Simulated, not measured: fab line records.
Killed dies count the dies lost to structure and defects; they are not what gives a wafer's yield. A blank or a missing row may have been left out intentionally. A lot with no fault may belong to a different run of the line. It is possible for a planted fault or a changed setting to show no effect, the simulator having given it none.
fab line records -- flow n5Finfet
record lots=5, wafers=15, lastDay=17
route steps=1938 shown BEOL_M15@1821 PASS1_DEP@1831 MIM_BOT@1832 MIM_TOP@1834 PASSIVATION@1936
lots that met no fault: from a run of the same line without faults
startH: hours from the record's first day to the start of the lot's first wafer shown -- waitH: hours since the lot's step before -- " repeats the value in the row above -- L1.1+2: several wafers, shown together as one row -- - either no value or no given start -- * or withheld: withheld -- < > ~ a bound
route shown NAME@n: NAME is a module with steps in the file, n the number in the route of the first one -- usual: the fault-free wafers' mean and standard deviation -- same: alike in all rows -- chamber/n: place in a boat -- sites: the reading at each site -- _std_site: standard deviation across them -- _edge_site: mean of outer sites minus mean of inner sites -- radiusMm: how far each site lies from the wafer's centre -- mask NAME#n: copy n -- behind: the tool/chamber that last shaped the wafer -- hold: why the lot went on hold/how many hours it stayed there/how the hold came to an end -- device: which transistor (n, p or np) failed to switch -- end of line: at the end of the route, the tests of the same wafers -- a step with no rows: only its recipe -- killed: not the wafer's yield, but the dies lost to structure and defects at the first sort -- map: dies across one wafer; x = killed, . = not, _ = none there
set.NAME: the setting as run; set.NAME@STEP: as run at that earlier step -- model.NAME: the simulator's own value behind a step, which no gauge read
certain route steps with their lots: each step a table, each wafer a row
services: the hour from which a tool's chamber was out of use, counted from the record's first day as startH (under 0 if before that day), plus the number of hours and why
## steps
# step N5_BEOL_M15_SPUTTER_45
# recipe material=Cu, targetThkA=1000, tempC=-20, biasV=60, powerW=26000, chamberPressurePa=0.13, timeS=16.67
# usual substrateTempC=-19.98/0.1, throttleValvePct=30.0/1.1
lot.wafer,tool,chamber,startH,waitH,substrateTempC,throttleValvePct
L557.2,pvdSputter-03,-,307.04,0.0,-19.99,28.0
L557.5,pvdSputter-03,-,307.04,0.0,-19.90,28.1
L557.6,pvdSputter-03,-,307.04,0.0,-19.87,30.6
L558.1,pvdSputter-01,-,311.97,0.0,-19.86,31.2
L558.5,pvdSputter-01,-,311.97,0.0,-19.99,30.3
L558.6,pvdSputter-01,-,311.97,0.0,-20.04,29.1
L568.4,pvdSputter-02,-,380.49,0.0,-19.96,29.3
L568.5,pvdSputter-02,-,380.49,0.0,-19.91,29.2
L568.6,pvdSputter-02,-,380.49,0.0,-19.98,30.6
L567.2,pvdSputter-02,-,380.93,0.0,-20.06,29.2
L567.4,pvdSputter-02,-,380.93,0.0,-20.11,30.7
L567.5,pvdSputter-02,-,380.93,0.0,-19.94,29.3
L570.3,pvdSputter-02,-,388.27,0.0,-19.90,30.5
L570.5,pvdSputter-02,-,388.27,0.0,-19.95,29.5
L570.6,pvdSputter-02,-,388.27,0.0,-19.99,30.9
# step N5_BEOL_M15_ECD_47
# recipe material=Cu, targetThkA=18600
# step N5_BEOL_M15_ANNEAL_48
# recipe tempC=225, timeS=90, ambient=N2
# usual wafer_temp_C_max=225.85/0.25
lot.wafer,tool,chamber,startH,waitH,wafer_temp_C_max
L557.2,rtpAnneal-02,0,307.44,0.2,225.67
L557.5,rtpAnneal-02,0,307.44,0.2,226.55
L557.6,rtpAnneal-02,0,307.44,0.2,225.77
L558.1,rtpAnneal-02,0,312.33,0.2,225.61
L558.5,rtpAnneal-02,0,312.33,0.2,225.88
L558.6,rtpAnneal-02,0,312.33,0.2,225.82
L568.4,rtpAnneal-01,0,381.04,0.3,225.86
L568.5,rtpAnneal-01,0,381.04,0.3,225.91
L568.6,rtpAnneal-01,0,381.04,0.3,225.72
L567.2,rtpAnneal-01,0,381.49,0.4,225.67
L567.4,rtpAnneal-01,0,381.49,0.4,225.89
L567.5,rtpAnneal-01,0,381.49,0.4,225.65
L570.3,rtpAnneal-02,0,388.96,0.4,225.67
L570.5,rtpAnneal-02,0,388.96,0.4,226.03
L570.6,rtpAnneal-02,0,388.96,0.4,225.57
# step N5_BEOL_M15_CMP_49
# recipe stopOn=SiO2, tOverpolishS=4.9, downForcePsi=2, platenRpm=80, clearingPlatenDownForcePsi=2, clearingPlatenRpm=80, postCmpClean=cuAlkaline, targetThkNm=850, clearingPlatenPadVelocityMS=1.5917, padVelocityMS=1.5917
# usual barrierFieldEndpointS=11.31/0.22, clearingPlatenRpm=80.00/0.042, headPressurePsi=2.001/0.0045, motorCurrentA=8.1/0.63, overpolishRunS=4.901/0.0091
lot.wafer,tool,chamber,startH,waitH,barrierFieldEndpointS,clearingPlatenRpm,headPressurePsi,motorCurrentA,overpolishRunS
L557.2,cmp-04,3,307.75,0.3,11.11,80.06,1.996,8.0,4.907
L557.6,cmp-04,3,307.75,0.3,11.21,80.04,1.998,8.6,4.899
L557.5,cmp-04,0,307.75,0.3,11.53,79.95,1.999,8.2,4.898
L558.1,cmp-04,0,312.74,0.4,11.46,80.06,2.003,7.9,4.901
L558.5,cmp-04,1,312.74,0.4,11.27,79.99,2.006,8.8,4.907
L558.6,cmp-04,2,312.74,0.4,11.49,80.02,2.002,8.9,4.897
L568.4,cmp-03,3,381.22,0.1,11.24,80.04,1.998,7.1,4.890
L568.6,cmp-03,3,381.22,0.1,11.20,80.06,1.996,7.6,4.897
L568.5,cmp-03,0,381.22,0.1,11.46,80.08,1.998,7.7,4.898
L567.4,cmp-03,1,381.94,0.3,11.53,79.97,2.003,9.1,4.890
L567.2,cmp-03,3,381.94,0.3,11.30,79.99,2.008,7.7,4.892
L567.5,cmp-03,0,381.94,0.3,11.47,79.99,2.004,7.7,4.905
L570.3,cmp-03,0,389.26,0.3,11.47,79.98,2.004,7.8,4.901
L570.6,cmp-03,2,389.26,0.3,10.96,80.08,2.002,8.0,4.895
L570.5,cmp-03,3,389.26,0.3,11.32,79.95,2.004,7.6,4.896
# step N5_BEOL_M15_THK_MEAS_50
# recipe thkMeasGauge=xrf, reads=Cu_of_BEOL_M15_ECD_47
# usual M15_THK=843/14
lot.wafer,tool,chamber,startH,waitH,M15_THK[nm]
L557.2,filmMetro-02,-,308.04,-,854
L557.5,filmMetro-02,-,308.04,-,849
L557.6,filmMetro-02,-,308.04,-,843
L558.1,filmMetro-01,-,312.92,-,825
L558.5,filmMetro-01,-,312.92,-,846
L558.6,filmMetro-01,-,312.92,-,828
L568.4,filmMetro-02,-,381.52,-,860
L568.5,filmMetro-02,-,381.52,-,831
L568.6,filmMetro-02,-,381.52,-,868
L567.2,filmMetro-02,-,382.20,-,861
L567.4,filmMetro-02,-,382.20,-,864
L567.5,filmMetro-02,-,382.20,-,864
L570.3,filmMetro-02,-,389.48,-,849
L570.5,filmMetro-02,-,389.48,-,813
L570.6,filmMetro-02,-,389.48,-,844
# step N5_BEOL_M15_PRE_CLEAN_52
# recipe gas=NH3, timeS=15, tempC=withheld, rfPowerW=300
# step N5_BEOL_M15_DEP_53
# recipe material=SiCN, targetThkA=500, tempC=withheld, precursor=3MS/NH3, pressureTorr=3, rfW=675, timeS=17.8
# usual showerheadPlenumPTorr=4.142/0.029, throttleValvePct=17.6/0.77
lot.wafer,tool,chamber,startH,waitH,showerheadPlenumPTorr,throttleValvePct
L557.2,pecvd-03,2,308.10,0.0,4.141,16.8
L557.5,pecvd-03,2,308.10,0.0,4.151,16.5
L557.6,pecvd-03,0,308.10,0.0,4.175,19.1
L558.1,pecvd-03,0,312.99,0.0,4.166,18.9
L558.5,pecvd-03,1,312.99,0.0,4.137,17.6
L558.6,pecvd-03,0,312.99,0.0,4.172,18.9
L568.4,pecvd-03,2,381.59,0.0,4.151,16.7
L568.5,pecvd-03,0,381.59,0.0,4.165,19.0
L568.6,pecvd-03,1,381.59,0.0,4.141,17.8
L567.2,pecvd-01,1,382.26,0.0,4.133,17.6
L567.4,pecvd-01,1,382.26,0.0,4.118,17.4
L567.5,pecvd-01,2,382.26,0.0,4.146,16.9
L570.3,pecvd-03,2,389.54,0.0,4.150,16.8
L570.5,pecvd-03,0,389.54,0.0,4.155,19.2
L570.6,pecvd-03,1,389.54,0.0,4.147,17.6
# step N5_BEOL_M15_RS_MEAS_54
# recipe thkMeasGauge=four-point-probe, reads=Cu_of_BEOL_M15_ECD_47+Ta_of_BEOL_M15_SPUTTER_44+TaN_of_BEOL_M15_SPUTTER_43
# usual M15_RS=0.0216/0.00034
lot.wafer,tool,chamber,startH,waitH,M15_RS[ohm/sq]
L557.2,filmMetro-02,-,308.17,0.1,0.0214
L557.5,filmMetro-02,-,308.17,0.1,0.0215
L557.6,filmMetro-02,-,308.17,0.1,0.0218
L558.1,filmMetro-02,-,313.05,0.0,0.0221
L558.5,filmMetro-02,-,313.05,0.0,0.0216
L558.6,filmMetro-02,-,313.05,0.0,0.0220
L568.4,filmMetro-01,-,381.65,0.0,0.0213
L568.5,filmMetro-01,-,381.65,0.0,0.0222
L568.6,filmMetro-01,-,381.65,0.0,0.0211
L567.2,filmMetro-02,-,382.32,0.1,0.0212
L567.4,filmMetro-02,-,382.32,0.1,0.0212
L567.5,filmMetro-02,-,382.32,0.1,0.0211
L570.3,filmMetro-01,-,389.60,0.1,0.0215
L570.5,filmMetro-01,-,389.60,0.1,0.0223
L570.6,filmMetro-01,-,389.60,0.1,0.0215
# step N5_BEOL_M15_INSPECT_55
# recipe inspectInstrument=darkfield, mode=postDep
# usual rawDefectCount=69/21
lot.wafer,tool,chamber,startH,waitH,rawDefectCount
L557.2,defectInspect-02,-,308.20,0.0,89
L557.5,defectInspect-02,-,308.20,0.0,70
L557.6,defectInspect-02,-,308.20,0.0,77
L558.1,defectInspect-01,-,313.08,0.0,44
L558.5,defectInspect-01,-,313.08,0.0,84
L558.6,defectInspect-01,-,313.08,0.0,78
L568.4,defectInspect-02,-,381.67,0.0,51
L568.5,defectInspect-02,-,381.67,0.0,60
L568.6,defectInspect-02,-,381.67,0.0,62
L567.2,defectInspect-02,-,382.35,0.0,55
L567.4,defectInspect-02,-,382.35,0.0,112
L567.5,defectInspect-02,-,382.35,0.0,46
L570.3,defectInspect-02,-,389.63,0.0,52
L570.5,defectInspect-02,-,389.63,0.0,90
L570.6,defectInspect-02,-,389.63,0.0,42
# step N5_BEOL_M15_RC_MEAS_101
# usual COMB_M10=1.5e-11/3.2e-12, COMB_M11=1.54e-11/2.9e-12, COMB_M11_max_site=2.1e-11/4.8e-12, COMB_M12=6.9e-12/1.3e-12, COMB_M13=5.6e-12/1.1e-12, COMB_M14=4.4e-12/9.2e-13, COMB_M15=3.2e-12/8.1e-13, COMB_M15_max_site=4.3e-12/1.1e-12, COMB_M5=3.7e-11/6.8e-12, COMB_M6=2.6e-11/5.2e-12, COMB_M7=2.5e-11/4.6e-12, COMB_M8=2.6e-11/5.4e-12, COMB_M9=1.6e-11/3e-12, COMB_M9_max_site=2.2e-11/4.9e-12, SERP_M10=3.07/0.062, SERP_M11=3.08/0.067, SERP_M12=0.637/0.015, SERP_M13=0.310/0.0052, SERP_M14=0.161/0.0033, SERP_M5=39.3/1.4, SERP_M6=13.9/0.38, SERP_M7=13.8/0.48, SERP_M8=13.8/0.37, SERP_M9=3.08/0.07
lot.wafer,tool,chamber,startH,waitH,COMB_M10[S/m],COMB_M11[S/m],COMB_M11_max_site[S/m],COMB_M12[S/m],COMB_M13[S/m],COMB_M14[S/m],COMB_M15[S/m],COMB_M15_max_site[S/m],COMB_M5[S/m],COMB_M6[S/m],COMB_M7[S/m],COMB_M8[S/m],COMB_M9[S/m],COMB_M9_max_site[S/m],SERP_M10[ohm/um],SERP_M11[ohm/um],SERP_M12[ohm/um],SERP_M13[ohm/um],SERP_M14[ohm/um],SERP_M5[ohm/um],SERP_M6[ohm/um],SERP_M7[ohm/um],SERP_M8[ohm/um],SERP_M9[ohm/um]
L557.2,prober-02,0,308.38,0.2,1.5e-11,1.4e-11,1.7e-11,6.4e-12,5.3e-12,4.1e-12,4.5e-12,5e-12,4.2e-11,2.5e-11,2.7e-11,2.1e-11,1.9e-11,2.7e-11,3.10,3.13,0.629,0.312,0.160,40.9,13.1,13.8,13.8,3.14
L557.5,prober-02,0,308.38,0.2,2e-11,1.17e-11,1.9e-11,8e-12,5e-12,3.7e-12,3.1e-12,4.3e-12,2.5e-11,2.2e-11,2.3e-11,2.2e-11,1.3e-11,2e-11,3.02,3.13,0.635,0.317,0.162,40.6,13.4,13.6,14.3,3.13
L557.6,prober-02,0,308.38,0.2,1.6e-11,1.71e-11,2e-11,7.1e-12,5.3e-12,3.8e-12,4.1e-12,6.9e-12,3.2e-11,1.8e-11,2.2e-11,2e-11,1.8e-11,2.2e-11,3.05,3.06,0.641,0.310,0.165,40.3,14.0,14.7,13.5,3.14
L558.1,prober-01,0,313.10,0.0,1.2e-11,1.86e-11,2.7e-11,7.8e-12,6.5e-12,3.1e-12,1.7e-12,3e-12,4.3e-11,3.7e-11,3e-11,2.7e-11,1.4e-11,1.9e-11,3.00,3.11,0.631,0.304,0.162,38.4,14.5,13.7,13.6,2.97
L558.5,prober-01,0,313.10,0.0,1.1e-11,1.69e-11,2.1e-11,6e-12,5.4e-12,3.3e-12,2.8e-12,4e-12,4.3e-11,3.3e-11,2.1e-11,2.1e-11,1.5e-11,2e-11,3.07,3.07,0.619,0.301,0.161,39.2,14.3,13.9,13.6,3.14
L558.6,prober-01,0,313.10,0.0,1e-11,1.31e-11,1.7e-11,4.9e-12,6.3e-12,2.6e-12,2.4e-12,3.6e-12,4.2e-11,2.6e-11,2.2e-11,2.1e-11,1.1e-11,1.4e-11,2.98,3.15,0.643,0.318,0.162,37.2,14.4,14.9,13.4,3.11
L568.4,prober-01,0,382.32,0.6,1.8e-11,1.66e-11,1.9e-11,6.9e-12,4.7e-12,3.3e-12,2.9e-12,4.4e-12,2.9e-11,3.1e-11,2.6e-11,2.4e-11,1.1e-11,1.6e-11,3.05,3.16,0.658,0.308,0.160,39.3,14.2,13.0,15.0,3.03
L568.5,prober-01,0,382.32,0.6,1.7e-11,1.56e-11,4.7e-11,6.5e-12,7.7e-12,3.7e-12,3.4e-12,4.8e-12,3.3e-11,2.7e-11,2.8e-11,2.5e-11,1.5e-11,2e-11,3.08,3.17,0.658,0.318,0.162,40.7,14.2,13.7,14.1,3.14
L568.6,prober-01,0,382.32,0.6,1.5e-11,1.31e-11,1.8e-11,8e-12,7.8e-12,3e-12,3.2e-12,3.9e-12,2.5e-11,2.5e-11,2.6e-11,1.9e-11,1.7e-11,2.1e-11,3.06,3.22,0.647,0.309,0.155,39.3,13.6,12.5,14.4,2.98
L567.2,prober-02,0,382.92,0.6,1.9e-11,1.86e-11,2.8e-11,8.2e-12,6.5e-12,3.9e-12,4.7e-12,5.4e-12,3.6e-11,2.3e-11,2.4e-11,3e-11,1.7e-11,3.2e-11,3.16,3.03,0.658,0.310,0.158,39.4,13.5,14.4,14.4,3.03
L567.4,prober-02,0,382.92,0.6,2e-11,1.71e-11,2.1e-11,6.3e-12,5.6e-12,5.6e-12,3.7e-12,5.1e-12,4.9e-11,2.4e-11,3.2e-11,2.4e-11,1.5e-11,1.9e-11,2.96,3.02,0.616,0.310,0.156,37.6,13.3,14.5,14.3,3.06
L567.5,prober-02,0,382.92,0.6,2.1e-11,1.74e-11,2.9e-11,7.1e-12,6.5e-12,5.2e-12,3.6e-12,5.8e-12,5.2e-11,2.3e-11,2.3e-11,3e-11,1.3e-11,2.2e-11,3.03,3.03,0.625,0.305,0.163,37.5,14.3,15.0,14.3,3.04
L570.3,prober-02,0,389.96,0.3,1.5e-11,1.6e-11,2.3e-11,7e-12,4.1e-12,3.9e-12,3.6e-12,4.8e-12,4.4e-11,2.2e-11,2.6e-11,2.5e-11,1.3e-11,1.8e-11,3.13,2.97,0.660,0.317,0.163,42.4,14.2,13.8,13.8,3.06
L570.5,prober-02,0,389.96,0.3,1.1e-11,2.09e-11,2.5e-11,6.3e-12,5.2e-12,3.5e-12,4.6e-12,5.9e-12,3.5e-11,2.1e-11,3.7e-11,2.8e-11,1.5e-11,2e-11,3.16,3.06,0.639,0.316,0.156,39.6,14.0,14.5,13.5,3.13
L570.6,prober-02,0,389.96,0.3,1.4e-11,2.23e-11,2.7e-11,7e-12,4.5e-12,3.7e-12,3.6e-12,4.3e-12,4.9e-11,2.8e-11,2.4e-11,2.4e-11,1.6e-11,1.9e-11,3.06,2.99,0.651,0.316,0.160,39.8,13.9,14.2,14.3,3.03
# step N5_PASSIVATION_PECVD_00
# recipe material=SiO2, targetThkA=2000, tempC=400, precursor=SiH4/N2O, pressureTorr=2.7, rfW=608, timeS=11.2
# step N5_MIM_BOT_DEGAS_01
# recipe ambient=vacuum, tempC=300, timeS=60
# step N5_MIM_BOT_SPUTTER_00
# recipe material=TiN, targetThkA=350, tempC=200, powerW=3000, chamberPressurePa=0.49996, gas=Ar, reactivePartialPa=0.37997, timeS=89.7
# usual substrateTempC=199.98/0.17, throttleValvePct=30.1/1.2
lot.wafer,tool,chamber,startH,waitH,substrateTempC,throttleValvePct,model.TiN_of_MIM_BOT_SPUTTER_00.thkNm
L557.2,pvdSputter-01,-,311.37,0.0,199.75,31.3,35
L557.5,pvdSputter-01,-,311.37,0.0,199.71,31.0,35
L557.6,pvdSputter-01,-,311.37,0.0,199.93,31.4,35.2
L558.1,pvdSputter-02,-,314.60,0.0,199.77,29.5,34.6
L558.5,pvdSputter-02,-,314.60,0.0,200.23,28.9,34.8
L558.6,pvdSputter-02,-,314.60,0.0,199.97,29.5,34.8
L568.4,pvdSputter-01,-,383.88,0.0,199.86,30.3,35.2
L568.5,pvdSputter-01,-,383.88,0.0,199.67,30.0,35.2
L568.6,pvdSputter-01,-,383.88,0.0,199.93,31.3,35.4
L567.2,pvdSputter-02,-,384.19,0.0,200.13,29.4,38.4
L567.4,pvdSputter-02,-,384.19,0.0,199.91,30.9,35.4
L567.5,pvdSputter-02,-,384.19,0.0,200.02,29.9,35.4
L570.3,pvdSputter-03,-,393.87,0.0,199.98,31.9,35.2
L570.5,pvdSputter-03,-,393.87,0.0,200.05,28.0,35.2
L570.6,pvdSputter-03,-,393.87,0.0,199.77,31.6,35.2
# step N5_MIM_TOP_ALD_00
# recipe material=Al2O3, targetThkA=*, tempC=withheld, aldPrecursorFamily=TMA, aldCoReactant=O3, pulseTimeS=withheld, purgeTimeS=3, coReactantPurgeTimeS=withheld, coReactantPulseTimeS=3, aldCycles=withheld
# usual precursorPulseHeightRel=0.999/0.02
lot.wafer,tool,chamber,startH,waitH,precursorPulseHeightRel
L557.2,aldHk-03,0,311.47,0.1,1.028
L557.5,aldHk-03,2,311.47,0.1,1.019
L557.6,aldHk-03,3,311.47,0.1,0.985
L558.1,aldHk-02,3,314.70,0.1,0.974
L558.5,aldHk-02,3,314.70,0.1,0.972
L558.6,aldHk-02,0,314.70,0.1,0.965
L568.4,aldHk-01,2,383.98,0.1,0.988
L568.5,aldHk-01,0,383.98,0.1,0.987
L568.6,aldHk-01,3,383.98,0.1,0.974
L567.2,aldHk-02,2,384.29,0.1,0.999
L567.4,aldHk-02,3,384.29,0.1,1.012
L567.5,aldHk-02,2,384.29,0.1,0.982
L570.3,aldHk-03,1,393.97,0.1,0.997
L570.5,aldHk-03,3,393.97,0.1,0.981
L570.6,aldHk-03,0,393.97,0.1,0.995
# step N5_PASSIVATION_PROBE_49
# usual defectLimitedYield=91.5/1.4, killed_at_M0_to_M3=32/9.8, killed_at_M4_up=13/5.3, killedAtContacts=13/6.4, killedAtFrontEnd=39/10, killedAtOther=3.1/2.5, killedDies=100/17, killedOpen=65/13, killedShort=33/7.7, sort_bin_5_function=5.0/0.93, sort_bin_6_memory=3.2/0.69, sortNPass=1080/17, sortYieldPct=91.5/1.4
# same grossDies=1180, killedAtBackSide=0, sort_bin_4_leakage[%]=0, sort_bin_8_speed[%]=0
lot.wafer,tool,chamber,startH,waitH,defectLimitedYield[%],killed_at_M0_to_M3,killed_at_M4_up,killedAtContacts,killedAtFrontEnd,killedAtOther,killedDies,killedOpen,killedShort,sort_bin_5_function[%],sort_bin_6_memory[%],sortNPass,sortYieldPct[%]
L558.1,prober-01,-,325.91,0.0,92.0,34,9,10,31,10,94,61,32,5.5,2.3,1086,92.0
L558.5,prober-01,-,326.11,0.2,91.9,34,7,6,46,2,95,62,31,3.7,3.7,1085,91.9
L558.6,prober-01,-,326.16,0.3,90.4,50,13,10,33,7,113,77,33,5.9,3.5,1067,90.4
L567.2,prober-01,-,399.00,0.1,93.5,13,16,10,35,3,77,55,21,3.6,2.6,1103,93.5
L567.4,prober-01,-,399.10,0.2,91.3,39,15,10,36,3,103,67,35,5.6,3.0,1077,91.3
L567.5,prober-01,-,399.15,0.2,93.2,29,16,8,19,8,80,48,31,4.2,2.4,1100,93.2
# killed by level:class
L558.1 STI_FIN_REVEAL:geometricParticle:open=8 MOL_CONTACT_COAG:geometricParticle:open=8 BEOL_M0_SAQP:geometricParticle:short=6 BEOL_M0_SAQP:geometricParticle:open=6 BEOL_M0:geometricParticle:open=5 BEOL_M2:geometricParticle:open=4 PAD_METAL:geometricParticle:short=4 FIN_SAQP:geometricParticle:short=3
L558.5 STI_FIN_REVEAL:geometricParticle:open=17 BEOL_M3:geometricParticle:open=8 MOL_CONTACT_COAG:geometricParticle:open=5 BEOL_M0_SAQP:geometricParticle:open=5 FIN_SAQP:geometricParticle:open=4 STI_FIN_REVEAL:geometricParticle:short=4 DUMMY_GATE:geometricParticle:open=4 ILD0:geometricParticle:open=4
L558.6 BEOL_M2:geometricParticle:open=12 MOL_CONTACT_COAG:geometricParticle:open=9 STI_FIN_REVEAL:geometricParticle:open=8 BEOL_M1:geometricParticle:short=8 BEOL_M0_SAQP:geometricParticle:short=7 BEOL_M3:geometricParticle:open=7 DUMMY_GATE:geometricParticle:open=6 BEOL_M1:geometricParticle:open=6
L567.2 STI_FIN_REVEAL:geometricParticle:open=16 BEOL_M4:geometricParticle:open=10 MOL_CONTACT_COAG:geometricParticle:open=7 STI_FIN_REVEAL:geometricParticle:short=6 BEOL_M2:geometricParticle:open=4 FIN_SAQP:geometricParticle:open=3 DUMMY_GATE:geometricParticle:open=3 MOL_CONTACT_COAG:geometricParticle:short=3
L567.4 BEOL_M2:geometricParticle:open=17 GATE_CUT:geometricParticle:open=9 MOL_CONTACT_COAG:geometricParticle:open=8 BEOL_M0_SAQP:geometricParticle:short=7 FIN_SAQP:geometricParticle:open=6 FIN_SAQP:geometricParticle:short=5 GATE_CUT:geometricParticle:short=5 BEOL_M1:geometricParticle:open=5
L567.5 BEOL_M0_SAQP:geometricParticle:open=8 MOL_CONTACT_COAG:geometricParticle:open=7 BEOL_M0_SAQP:geometricParticle:short=6 BEOL_M4:geometricParticle:open=6 BEOL_M2:geometricParticle:open=5 GATE_CUT:geometricParticle:open=4 GATE_CUT:geometricParticle:short=4 PAD_METAL:geometricParticle:short=4
## services
tool,chamber,startH,hours,kind
aldHk-01,-,303.44,2.8,pm
cmp-04,-,316.18,0.8,repair
rtpAnneal-01,-,322.81,3.8,pm
pecvd-03,1,336.96,6.6,repair
aldHk-01,-,354.63,1.6,repair
aldHk-03,-,357.18,28.1,pm
cmp-04,-,366.45,4.0,pm
cmp-04,-,370.45,-,consumableReplace:conditioner
cmp-04,-,370.45,-,consumableReplace:pad
cmp-04,-,376.32,6.1,pm
pecvd-01,1,383.62,-,clean
pecvd-01,1,383.62,-,consumableReplace:showerhead
pecvd-01,1,383.62,29.0,scheduledDown
pecvd-01,1,383.62,29.0,ventCycle
aldHk-03,-,385.28,6.0,pm
pecvd-01,2,393.86,5.5,scheduledDown
## key
firstSign none at tools or gauges
modelEffect step=N5_MIM_BOT_SPUTTER_00, value=TiN_of_MIM_BOT_SPUTTER_00.thkNm, without=35.4, struck=38.4
metAt N5_MIM_BOT_SPUTTER_00
struckWafers L567.2
onsetBetween 314.60 384.19
fault kind=processParameterDrift, tool=pvdSputter-02, chamber=-, onsetH=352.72, steps=N5_MIM_BOT_SPUTTER_00, channel=timeS, offset=*, shape=step, endH=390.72, actsIn=*, stated=*, scope=struckWafersOnly
